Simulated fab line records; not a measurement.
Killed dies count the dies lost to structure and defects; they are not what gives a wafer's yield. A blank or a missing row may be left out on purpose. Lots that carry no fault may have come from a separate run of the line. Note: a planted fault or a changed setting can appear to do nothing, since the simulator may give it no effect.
Matching of chambers || flow nand_harc || NHARC_A_M1_DEP_33 on pecvd-03: 3 sister chambers
The step deposits SiCN, target thk 30 nm. 6 wafers are shown with their chamber, then 8 later ones without.

== EACH WAFER AND ITS CHAMBER ==
{"wafer": "L077.5", "chamber": 0, "heater_power_w (W)": 643}
{"wafer": "L081.2", "chamber": 0, "heater_power_w (W)": 602}
{"wafer": "L081.4", "chamber": 1, "heater_power_w (W)": 617}
{"wafer": "L086.1", "chamber": 1, "heater_power_w (W)": 570}
{"wafer": "L086.5", "chamber": 2, "heater_power_w (W)": 468}
{"wafer": "L089.2", "chamber": 2, "heater_power_w (W)": 496}

== WAFERS WITHOUT THEIR CHAMBER ==
{"wafer": "L089.5", "heater_power_w (W)": 545}
{"wafer": "L089.6", "heater_power_w (W)": 393}
{"wafer": "L094.2", "heater_power_w (W)": 455}
{"wafer": "L094.5", "heater_power_w (W)": 467}
{"wafer": "L094.6", "heater_power_w (W)": 578}
{"wafer": "L096.1", "heater_power_w (W)": 550}
{"wafer": "L096.4", "heater_power_w (W)": 496}
{"wafer": "L096.5", "heater_power_w (W)": 556}

== WHICH CHAMBER EACH ONE RAN IN ==
{"wafer": "L089.5", "from the rows above": "can't be placed: 1 or 2 or 0", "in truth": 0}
{"wafer": "L089.6", "from the rows above": 2, "in truth": 2}
{"wafer": "L094.2", "from the rows above": 2, "in truth": 2}
{"wafer": "L094.5", "from the rows above": 2, "in truth": 2}
{"wafer": "L094.6", "from the rows above": "can't be placed: 1 or 0", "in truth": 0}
{"wafer": "L096.1", "from the rows above": "can't be placed: 1 or 2 or 0", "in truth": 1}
{"wafer": "L096.4", "from the rows above": 2, "in truth": 2}
{"wafer": "L096.5", "from the rows above": "can't be placed: 1 or 0 or 2", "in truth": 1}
Correct placement for 4 of the 8. Cannot be placed on the basis of these rows: 4; the candidates contain the true chamber in 4. Placed wrongly: 0.
How it was worked out, from the rows above alone: a wafer's distance from a chamber is the root of the sum, over the readings, of the square of ((its reading less the chamber's mean) divided by the reading's scatter). If the next closest chamber is less than 2 further off than the closest, the wafer can't be placed; otherwise it belongs to the closest. A chamber's mean is the mean of its shown wafers. How the scatter is found: for the shown wafers, subtract from each reading the mean of its chamber, square and add these, divide the total by (wafers less chambers), then take the root.
